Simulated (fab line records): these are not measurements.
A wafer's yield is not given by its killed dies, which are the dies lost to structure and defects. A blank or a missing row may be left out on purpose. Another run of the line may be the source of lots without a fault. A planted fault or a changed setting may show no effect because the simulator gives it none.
Which of the tools did it? + flow n5-finfet + Sampling: 19 lots, 57 wafers, 6 of 1938 route steps

WHAT THE GAUGES SHOWED, per wafer
The record lacks any reading of a measuring or inspecting step that a usual standard deviation could be used to judge.

TOOL THAT RAN EACH LOT (tool first, then ch and the chambers of the sampled wafers, then the start)
| lot  | N5_ILD0_LINER_00                 | N5_SDB_ETCH_17                    | N5_SDB_ETCH_18                    | N5_SDB_CMP_30                | N5_DUMMY_REMOVAL_HM_STRIP_01      | N5_HKMG_FIN_HK_ANNEAL_02        |
|------|----------------------------------|-----------------------------------|-----------------------------------|------------------------------|-----------------------------------|---------------------------------|
| L074 | ald-sin-01 ch 0,1,3, day 3 09:11 | rie-diel-03 ch 1,2,3, day 3 15:56 | rie-diel-03 ch 1,2,3, day 3 15:58 | cmp-04 ch 0,1,3, day 3 19:35 | rie-diel-06 ch 0,2,3, day 3 19:56 | rtp-anneal-01 ch 0, day 3 20:40 |
| L075 | ald-sin-04 ch 0,3, day 3 15:05   | rie-diel-04 ch 0,3, day 3 21:48   | rie-diel-04 ch 0,3, day 3 21:50   | cmp-02 ch 0,1,3, day 4 01:26 | rie-diel-02 ch 0,1,3, day 4 01:46 | rtp-anneal-01 ch 0, day 4 02:32 |
| L076 | ald-sin-02 ch 0,2,3, day 3 22:08 | rie-diel-03 ch 0,2, day 4 04:53   | rie-diel-03 ch 0,2, day 4 04:56   | cmp-02 ch 1,2,3, day 4 08:25 | rie-diel-05 ch 2,3, day 4 08:44   | rtp-anneal-01 ch 0, day 4 09:29 |
| L077 | ald-sin-02 ch 0,3, day 4 02:22   | rie-diel-03 ch 0,1,2, day 4 09:07 | rie-diel-03 ch 0,1,2, day 4 09:10 | cmp-02 ch 2,3, day 4 12:53   | rie-diel-05 ch 0,2,3, day 4 13:12 | rtp-anneal-01 ch 0, day 4 13:56 |
| L079 | ald-sin-04 ch 0,1,3, day 4 14:42 | rie-diel-01 ch 1,2,3, day 4 21:32 | rie-diel-01 ch 1,2,3, day 4 21:34 | cmp-04 ch 0,1,3, day 5 01:29 | rie-diel-02 ch 1,2,3, day 5 01:50 | rtp-anneal-01 ch 0, day 5 02:41 |
| L080 | ald-sin-02 ch 1,2,3, day 4 23:22 | rie-diel-04 ch 0,2, day 5 06:22   | rie-diel-04 ch 0,2, day 5 06:24   | cmp-02 ch 1,3, day 5 10:01   | rie-diel-05 ch 0,1,2, day 5 10:23 | rtp-anneal-01 ch 0, day 5 11:20 |
| L081 | ald-sin-02 ch 1,2,3, day 5 05:50 | rie-diel-01 ch 1,2, day 5 12:38   | rie-diel-01 ch 1,2, day 5 12:41   | cmp-02 ch 0,2,3, day 5 17:08 | rie-diel-02 ch 0,3, day 5 17:28   | rtp-anneal-02 ch 0, day 5 18:12 |
| L082 | ald-sin-01 ch 1,2, day 5 08:27   | rie-diel-04 ch 1,3, day 5 15:20   | rie-diel-04 ch 1,3, day 5 15:22   | cmp-04 ch 1,3, day 5 19:04   | rie-diel-06 ch 0,1,3, day 5 19:28 | rtp-anneal-02 ch 0, day 5 20:14 |
| L084 | ald-sin-02 ch 0,2,3, day 5 22:54 | rie-diel-03 ch 0,2,3, day 6 07:27 | rie-diel-03 ch 0,2,3, day 6 07:29 | cmp-02 ch 0,2,3, day 6 11:01 | rie-diel-05 ch 0,1,3, day 6 11:18 | rtp-anneal-02 ch 0, day 6 12:04 |
| L085 | ald-sin-01 ch 0,1, day 6 08:59   | rie-diel-04 ch 1,3, day 6 15:52   | rie-diel-04 ch 1,3, day 6 15:54   | cmp-03 ch 0,1,2, day 6 19:26 | rie-diel-06 ch 0,1,3, day 6 19:51 | rtp-anneal-01 ch 0, day 6 20:40 |
| L086 | ald-sin-04 ch 1,3, day 6 10:55   | rie-diel-01 ch 0,1,2, day 6 18:01 | rie-diel-01 ch 0,1,2, day 6 18:02 | cmp-04 ch 0,1,2, day 6 21:35 | rie-diel-02 ch 0,3, day 6 21:53   | rtp-anneal-01 ch 0, day 6 22:41 |
| L087 | ald-sin-04 ch 0,2,3, day 6 16:46 | rie-diel-03 ch 0,2,3, day 6 23:42 | rie-diel-03 ch 0,2,3, day 6 23:44 | cmp-02 ch 0,1,3, day 7 03:14 | rie-diel-06 ch 0,1,2, day 7 03:36 | rtp-anneal-02 ch 0, day 7 04:24 |
| L088 | ald-sin-02 ch 0,2,3, day 7 00:16 | rie-diel-03 ch 0,2,3, day 7 07:08 | rie-diel-03 ch 0,2,3, day 7 07:10 | cmp-03 ch 1,2,3, day 7 11:05 | rie-diel-02 ch 0,1, day 7 11:43   | rtp-anneal-01 ch 0, day 7 12:29 |
| L089 | ald-sin-02 ch 0,2,3, day 7 05:55 | rie-diel-04 ch 2,3, day 7 13:13   | rie-diel-04 ch 2,3, day 7 13:15   | cmp-03 ch 0,1,3, day 7 17:21 | rie-diel-06 ch 0,1,2, day 7 17:42 | rtp-anneal-02 ch 0, day 7 18:28 |
| L090 | ald-sin-02 ch 0,2,3, day 7 15:17 | rie-diel-01 ch 0,1,3, day 7 22:07 | rie-diel-01 ch 0,1,3, day 7 22:10 | cmp-04 ch 0,1,2, day 8 01:47 | rie-diel-02 ch 0,1,3, day 8 02:08 | rtp-anneal-01 ch 0, day 8 02:53 |
| L091 | ald-sin-02 ch 0,1,3, day 8 01:08 | rie-diel-03 ch 1,2, day 8 07:52   | rie-diel-03 ch 1, day 8 07:53     | cmp-04 ch 2,3, day 8 11:55   | rie-diel-05 ch 1,3, day 8 12:23   | rtp-anneal-02 ch 0, day 8 13:08 |
| L094 | ald-sin-04 ch 0,1,2, day 8 10:26 | rie-diel-03 ch 0,2,3, day 8 17:17 | rie-diel-03 ch 0,2,3, day 8 17:19 | cmp-02 ch 0,1,2, day 8 21:16 | rie-diel-06 ch 0,1, day 8 21:35   | rtp-anneal-01 ch 0, day 8 22:29 |
| L096 | ald-sin-02 ch 0,2,3, day 8 22:53 | rie-diel-01 ch 0,1,3, day 9 05:50 | rie-diel-01 ch 0,1,3, day 9 05:53 | cmp-02 ch 0,1,3, day 9 09:25 | rie-diel-02 ch 0,1,2, day 9 09:44 | rtp-anneal-02 ch 0, day 9 10:35 |
| L097 | ald-sin-02 ch 0,1,2, day 9 06:41 | rie-diel-04 ch 0,1, day 9 13:26   | rie-diel-04 ch 0,1, day 9 13:28   | cmp-04 ch 0,2, day 9 16:58   | rie-diel-05 ch 0,2,3, day 9 17:17 | rtp-anneal-02 ch 0, day 9 18:04 |
- N5_ILD0_LINER_00: material SiNx, target thk 4 nm, pulse time 1 s, purge time 2 s.
- N5_SDB_ETCH_17: etches SiARC in CF4, target depth 23.4 nm, time 39 s.
- N5_SDB_ETCH_18: etches SOC in N2/H2, target depth 100 nm, overetch 20 nm, time 150 s.
- N5_SDB_CMP_30: polishes, stops on poly-Si, t overpolish 1.54 s, target thk 30 nm.
- N5_DUMMY_REMOVAL_HM_STRIP_01: strips SiNx in CH3F/O2, stops on poly-Si, target depth 4 nm, time 6.8 s.
- N5_HKMG_FIN_HK_ANNEAL_02: time 30 s.

WHAT THE TOOLS THEMSELVES READ (means of the sampled wafers that have a number; where no wafer has one, the mark that the record gives instead)
N5_ILD0_LINER_00. Usual: heater-power-outer-w 526 W, standard deviation 83; heater-power-w 860 W, standard deviation 110; precursor-pulse-height-rel 0.998, standard deviation 0.022.
| lot  | tool       | heater-power-outer-w (W) | heater-power-w (W) | precursor-pulse-height-rel | flag |
|------|------------|--------------------------|--------------------|----------------------------|------|
| L074 | ald-sin-01 | 544                      | 910                | 0.999                      |      |
| L075 | ald-sin-04 | 506                      | 859                | 1.012                      |      |
| L076 | ald-sin-02 | 540                      | 854                | 1.010                      |      |
| L077 | ald-sin-02 | 582                      | 888                | 1.007                      |      |
| L079 | ald-sin-04 | 491                      | 820                | 0.993                      |      |
| L080 | ald-sin-02 | 503                      | 825                | 0.986                      |      |
| L081 | ald-sin-02 | 507                      | 816                | 0.989                      |      |
| L082 | ald-sin-01 | 617                      | 1001               | 1.015                      |      |
| L084 | ald-sin-02 | 552                      | 849                | 0.988                      |      |
| L085 | ald-sin-01 | 485                      | 823                | 1.006                      |      |
| L086 | ald-sin-04 | 525                      | 888                | 0.985                      |      |
| L087 | ald-sin-04 | 547                      | 912                | 1.007                      |      |
| L088 | ald-sin-02 | 550                      | 867                | 1.013                      |      |
| L089 | ald-sin-02 | 542                      | 857                | 1.004                      |      |
| L090 | ald-sin-02 | 548                      | 867                | 1.004                      |      |
| L091 | ald-sin-02 | 546                      | 849                | 0.994                      |      |
| L094 | ald-sin-04 | 492                      | 853                | 1.008                      |      |
| L096 | ald-sin-02 | 530                      | 845                | 0.983                      |      |
| L097 | ald-sin-02 | 470                      | 760                | 1.001                      |      |

N5_SDB_ETCH_17. Usual: chamber-pressure-mTorr 40.00 mTorr, standard deviation 0.035; drypump-motor-current-A 5.8 A, standard deviation 0.35; etch-rf-on-time-s 38.9 s, standard deviation 0.75; oes-product-au 0.68 a.u., standard deviation 0.066; rf-fwd-power-W 534.2 W, standard deviation 3; rf-vpp-V 184.1 V, standard deviation 1.2; showerhead-plenum-p-Torr 2.15 Torr, standard deviation 0.077; throttle-valve-pct 15.63 %, standard deviation 0.25.
| lot  | tool        | chamber-pressure-mTorr (mTorr) | drypump-motor-current-A (A) | etch-rf-on-time-s (s) | oes-product-au (a.u.) | rf-fwd-power-W (W) | rf-vpp-V (V) | showerhead-plenum-p-Torr (Torr) | throttle-valve-pct (%) | flag |
|------|-------------|--------------------------------|-----------------------------|-----------------------|-----------------------|--------------------|--------------|---------------------------------|------------------------|------|
| L074 | rie-diel-03 | 39.98                          | 5.9                         | 38.1                  | 0.65                  | 534.3              | 183.8        | 2.14                            | 15.74                  |      |
| L075 | rie-diel-04 | 40.00                          | 5.6                         | 38.5                  | 0.80                  | 536.4              | 185.2        | 2.23                            | 15.45                  |      |
| L076 | rie-diel-03 | 40.03                          | 5.2                         | 39.6                  | 0.62                  | 532.9              | 183.8        | 2.15                            | 15.86                  |      |
| L077 | rie-diel-03 | 40.01                          | 5.6                         | 39.1                  | 0.62                  | 535.3              | 183.8        | 2.15                            | 15.79                  |      |
| L079 | rie-diel-01 | 40.01                          | 5.9                         | 38.9                  | 0.64                  | 534.8              | 184.1        | 2.11                            | 15.63                  |      |
| L080 | rie-diel-04 | 40.03                          | 5.6                         | 38.9                  | 0.69                  | 530.6              | 184.4        | 2.19                            | 15.73                  |      |
| L081 | rie-diel-01 | 40.03                          | 6.0                         | 39.3                  | 0.60                  | 536.0              | 183.5        | 2.12                            | 15.62                  |      |
| L082 | rie-diel-04 | 40.02                          | 6.0                         | 39.2                  | 0.76                  | 532.6              | 185.0        | 2.28                            | 15.52                  |      |
| L084 | rie-diel-03 | 39.98                          | 5.5                         | 38.8                  | 0.64                  | 534.5              | 184.1        | 2.14                            | 15.86                  |      |
| L085 | rie-diel-04 | 39.96                          | 5.8                         | 39.2                  | 0.74                  | 537.2              | 185.8        | 2.28                            | 15.58                  |      |
| L086 | rie-diel-01 | 40.00                          | 6.1                         | 39.1                  | 0.64                  | 534.7              | 183.0        | 2.11                            | 15.49                  |      |
| L087 | rie-diel-03 | 39.97                          | 5.5                         | 39.5                  | 0.63                  | 535.0              | 184.3        | 2.14                            | 15.86                  |      |
| L088 | rie-diel-03 | 40.00                          | 5.5                         | 39.0                  | 0.63                  | 534.4              | 184.4        | 2.13                            | 15.87                  |      |
| L089 | rie-diel-04 | 39.97                          | 5.6                         | 39.3                  | 0.71                  | 537.6              | 185.4        | 2.25                            | 15.75                  |      |
| L090 | rie-diel-01 | 40.01                          | 5.9                         | 38.3                  | 0.66                  | 533.5              | 182.2        | 2.08                            | 15.58                  |      |
| L091 | rie-diel-03 | 40.00                          | 6.1                         | 38.4                  | 0.76                  | 534.7              | 185.0        | 2.15                            | 15.44                  |      |
| L094 | rie-diel-03 | 40.01                          | 5.5                         | 38.6                  | 0.71                  | 534.6              | 183.4        | 2.13                            | 15.74                  |      |
| L096 | rie-diel-01 | 39.99                          | 5.9                         | 38.6                  | 0.65                  | 533.2              | 183.1        | 2.08                            | 15.60                  |      |
| L097 | rie-diel-04 | 39.98                          | 5.7                         | 38.0                  | 0.72                  | 531.5              | 183.8        | 2.14                            | 15.38                  |      |

N5_SDB_ETCH_18. Usual: chamber-pressure-mTorr 29.996 mTorr, standard deviation 0.028; drypump-motor-current-A 5.8 A, standard deviation 0.35; h2-flow-sccm 200.1 sccm, standard deviation 0.61; oes-product-au 0.71 a.u., standard deviation 0.066; rf-fwd-power-W 836.6 W, standard deviation 2.8; rf-vpp-V 524.2 V, standard deviation 2.7; showerhead-plenum-p-Torr 2.55 Torr, standard deviation 0.094; throttle-valve-pct 17.85 %, standard deviation 0.24.
| lot  | tool        | chamber-pressure-mTorr (mTorr) | drypump-motor-current-A (A) | h2-flow-sccm (sccm) | oes-product-au (a.u.) | rf-fwd-power-W (W) | rf-vpp-V (V) | showerhead-plenum-p-Torr (Torr) | throttle-valve-pct (%) | flag |
|------|-------------|--------------------------------|-----------------------------|---------------------|-----------------------|--------------------|--------------|---------------------------------|------------------------|------|
| L074 | rie-diel-03 | 29.984                         | 5.9                         | 200.3               | 0.68                  | 837.1              | 524.0        | 2.55                            | 17.97                  |      |
| L075 | rie-diel-04 | 29.967                         | 5.6                         | 199.7               | 0.83                  | 834.7              | 526.3        | 2.63                            | 17.61                  |      |
| L076 | rie-diel-03 | 29.997                         | 5.2                         | 200.2               | 0.65                  | 836.4              | 524.8        | 2.56                            | 18.08                  |      |
| L077 | rie-diel-03 | 29.992                         | 5.6                         | 200.2               | 0.65                  | 836.9              | 524.8        | 2.56                            | 17.98                  |      |
| L079 | rie-diel-01 | 29.998                         | 6.0                         | 200.1               | 0.67                  | 837.2              | 522.9        | 2.51                            | 17.85                  |      |
| L080 | rie-diel-04 | 29.987                         | 5.6                         | 200.2               | 0.72                  | 833.3              | 525.6        | 2.59                            | 17.88                  |      |
| L081 | rie-diel-01 | 29.993                         | 6.1                         | 199.9               | 0.64                  | 835.2              | 523.0        | 2.53                            | 17.81                  |      |
| L082 | rie-diel-04 | 30.001                         | 6.0                         | 200.6               | 0.79                  | 833.2              | 528.0        | 2.71                            | 17.79                  |      |
| L084 | rie-diel-03 | 30.030                         | 5.5                         | 200.2               | 0.67                  | 837.7              | 524.2        | 2.54                            | 18.10                  |      |
| L085 | rie-diel-04 | 29.974                         | 5.9                         | 199.8               | 0.78                  | 838.0              | 528.1        | 2.70                            | 17.79                  |      |
| L086 | rie-diel-01 | 30.004                         | 6.1                         | 200.1               | 0.67                  | 836.7              | 523.3        | 2.50                            | 17.73                  |      |
| L087 | rie-diel-03 | 29.998                         | 5.5                         | 200.2               | 0.66                  | 836.1              | 523.8        | 2.54                            | 18.11                  |      |
| L088 | rie-diel-03 | 30.015                         | 5.5                         | 199.0               | 0.67                  | 836.3              | 523.9        | 2.53                            | 18.11                  |      |
| L089 | rie-diel-04 | 29.999                         | 5.7                         | 200.7               | 0.74                  | 839.9              | 527.1        | 2.67                            | 17.89                  |      |
| L090 | rie-diel-01 | 29.994                         | 6.0                         | 199.9               | 0.68                  | 837.0              | 521.9        | 2.48                            | 17.81                  |      |
| L091 | rie-diel-03 | 29.998                         | 6.4                         | 200.8               | 0.84                  | 839.7              | 523.8        | 2.50                            | 17.42                  |      |
| L094 | rie-diel-03 | 29.986                         | 5.5                         | 199.6               | 0.74                  | 838.7              | 523.4        | 2.53                            | 17.98                  |      |
| L096 | rie-diel-01 | 29.975                         | 5.9                         | 200.1               | 0.68                  | 834.5              | 521.9        | 2.47                            | 17.83                  |      |
| L097 | rie-diel-04 | 29.993                         | 5.7                         | 199.4               | 0.75                  | 835.7              | 523.9        | 2.54                            | 17.61                  |      |

N5_SDB_CMP_30. Usual: motor-current-A 12.2 A, standard deviation 1.4; overpolish-run-s 1.540 s, standard deviation 0.0085; retaining-ring-pressure-frac 1.000, standard deviation 0.0048; time-to-endpoint-s 16.7 s, standard deviation 1.8.
| lot  | tool   | motor-current-A (A) | overpolish-run-s (s) | retaining-ring-pressure-frac | time-to-endpoint-s (s) | flag |
|------|--------|---------------------|----------------------|------------------------------|------------------------|------|
| L074 | cmp-04 | 11.4                | 1.543                | 1.001                        | 13.2                   |      |
| L075 | cmp-02 | 11.9                | 1.542                | 1.000                        | 17.6                   |      |
| L076 | cmp-02 | 12.2                | 1.541                | 1.001                        | 16.8                   |      |
| L077 | cmp-02 | 11.3                | 1.541                | 1.002                        | 16.3                   |      |
| L079 | cmp-04 | 11.8                | 1.544                | 1.003                        | 17.8                   |      |
| L080 | cmp-02 | 11.8                | 1.535                | 1.001                        | 19.0                   |      |
| L081 | cmp-02 | 11.1                | 1.538                | 0.998                        | 18.1                   |      |
| L082 | cmp-04 | 12.3                | 1.545                | 0.998                        | 17.8                   |      |
| L084 | cmp-02 | 11.5                | 1.544                | 1.005                        | 16.9                   |      |
| L085 | cmp-03 | 12.4                | 1.533                | 0.995                        | 17.0                   |      |
| L086 | cmp-04 | 12.7                | 1.540                | 0.998                        | 19.4                   |      |
| L087 | cmp-02 | 12.0                | 1.541                | 0.999                        | 15.5                   |      |
| L088 | cmp-03 | 14.0                | 1.542                | 1.004                        | 15.2                   |      |
| L089 | cmp-03 | 13.2                | 1.546                | 0.997                        | 16.0                   |      |
| L090 | cmp-04 | 12.3                | 1.533                | 1.000                        | 16.9                   |      |
| L091 | cmp-04 | 12.7                | 1.535                | 1.003                        | 17.1                   |      |
| L094 | cmp-02 | 11.8                | 1.543                | 1.001                        | 15.6                   |      |
| L096 | cmp-02 | 11.9                | 1.543                | 1.000                        | 18.1                   |      |
| L097 | cmp-04 | 12.2                | 1.535                | 1.002                        | 16.4                   |      |

N5_DUMMY_REMOVAL_HM_STRIP_01. Usual: chamber-pressure-mTorr 29.999 mTorr, standard deviation 0.025; drypump-motor-current-A 5.7 A, standard deviation 0.34; oes-product-au 0.63 a.u., standard deviation 0.058; rf-vpp-V 127.5 V, standard deviation 1.1; showerhead-plenum-p-Torr 2.00 Torr, standard deviation 0.074; throttle-valve-pct 16.36 %, standard deviation 0.18.
| lot  | tool        | chamber-pressure-mTorr (mTorr) | drypump-motor-current-A (A) | oes-product-au (a.u.) | rf-vpp-V (V) | showerhead-plenum-p-Torr (Torr) | throttle-valve-pct (%) | flag |
|------|-------------|--------------------------------|-----------------------------|-----------------------|--------------|---------------------------------|------------------------|------|
| L074 | rie-diel-06 | 29.996                         | 5.6                         | 0.63                  | 126.4        | 1.98                            | 16.39                  |      |
| L075 | rie-diel-02 | 30.007                         | 5.7                         | 0.63                  | 128.3        | 2.06                            | 16.42                  |      |
| L076 | rie-diel-05 | 30.017                         | 5.7                         | 0.57                  | 127.2        | 2.01                            | 16.39                  |      |
| L077 | rie-diel-05 | 30.012                         | 5.9                         | 0.59                  | 127.8        | 2.02                            | 16.32                  |      |
| L079 | rie-diel-02 | 30.011                         | 5.8                         | 0.65                  | 127.6        | 2.02                            | 16.37                  |      |
| L080 | rie-diel-05 | 30.015                         | 5.8                         | 0.65                  | 127.5        | 2.02                            | 16.22                  |      |
| L081 | rie-diel-02 | 30.006                         | 5.5                         | 0.61                  | 127.9        | 2.02                            | 16.37                  |      |
| L082 | rie-diel-06 | 29.989                         | 5.6                         | 0.62                  | 127.7        | 1.95                            | 16.44                  |      |
| L084 | rie-diel-05 | 29.993                         | 5.7                         | 0.72                  | 126.9        | 1.98                            | 16.22                  |      |
| L085 | rie-diel-06 | 30.012                         | 5.6                         | 0.62                  | 126.2        | 1.95                            | 16.46                  |      |
| L086 | rie-diel-02 | 30.004                         | 5.4                         | 0.59                  | 128.7        | 2.04                            | 16.38                  |      |
| L087 | rie-diel-06 | 30.002                         | 5.8                         | 0.63                  | 127.3        | 1.96                            | 16.56                  |      |
| L088 | rie-diel-02 | 29.996                         | 6.0                         | 0.62                  | 128.3        | 2.09                            | 16.53                  |      |
| L089 | rie-diel-06 | 30.004                         | 5.8                         | 0.62                  | 127.5        | 1.96                            | 16.56                  |      |
| L090 | rie-diel-02 | 29.983                         | 5.7                         | 0.61                  | 129.1        | 2.05                            | 16.46                  |      |
| L091 | rie-diel-05 | 29.984                         | 5.4                         | 0.75                  | 126.6        | 1.97                            | 16.15                  |      |
| L094 | rie-diel-06 | 30.003                         | 5.9                         | 0.63                  | 127.1        | 1.93                            | 16.60                  |      |
| L096 | rie-diel-02 | 29.979                         | 5.7                         | 0.61                  | 128.0        | 2.03                            | 16.43                  |      |
| L097 | rie-diel-05 | 30.000                         | 6.0                         | 0.63                  | 127.4        | 2.01                            | 16.22                  |      |

N5_HKMG_FIN_HK_ANNEAL_02. Usual: lamp-power-pct 8.80 %, standard deviation 0.054; wafer_temp_C_max 702.9, standard deviation 0.66.
| lot  | tool          | lamp-power-pct (%) | wafer_temp_C_max | flag |
|------|---------------|--------------------|------------------|------|
| L074 | rtp-anneal-01 | 8.81               | 703.1            |      |
| L075 | rtp-anneal-01 | 8.74               | 702.9            |      |
| L076 | rtp-anneal-01 | 8.84               | 702.9            |      |
| L077 | rtp-anneal-01 | 8.77               | 703.3            |      |
| L079 | rtp-anneal-01 | 8.87               | 703.1            |      |
| L080 | rtp-anneal-01 | 8.81               | 703.3            |      |
| L081 | rtp-anneal-02 | 8.75               | 702.7            |      |
| L082 | rtp-anneal-02 | 8.80               | 702.5            |      |
| L084 | rtp-anneal-02 | 8.83               | 702.7            |      |
| L085 | rtp-anneal-01 | 8.80               | 703.0            |      |
| L086 | rtp-anneal-01 | 8.79               | 703.2            |      |
| L087 | rtp-anneal-02 | 8.79               | 703.2            |      |
| L088 | rtp-anneal-01 | 8.80               | 702.9            |      |
| L089 | rtp-anneal-02 | 8.85               | 702.2            |      |
| L090 | rtp-anneal-01 | 8.76               | 702.2            |      |
| L091 | rtp-anneal-02 | 8.75               | 703.3            |      |
| L094 | rtp-anneal-01 | 8.78               | 702.8            |      |
| L096 | rtp-anneal-02 | 8.79               | 702.6            |      |
| L097 | rtp-anneal-02 | 8.75               | 702.4            |      |

THE ANSWER, worked out from the rows above alone
Rule: a lot counts as off when the mean over its wafers that have a number is more than 3 standard deviations away from the usual mean. Also off: a lot with no number at a reading for which 4 or more lots have one. The other lots that the step has rows for count as sound. First the gauges in route order, then the tools' own readings, where a lot's mean is used as printed above. At the first step where some lot is off, the reading lying furthest off is the one used; lots without a number count as furthest.
Nothing can be told from this: no lot is off at any reading shown.

WHAT THE SIMULATOR HAD PUT IN
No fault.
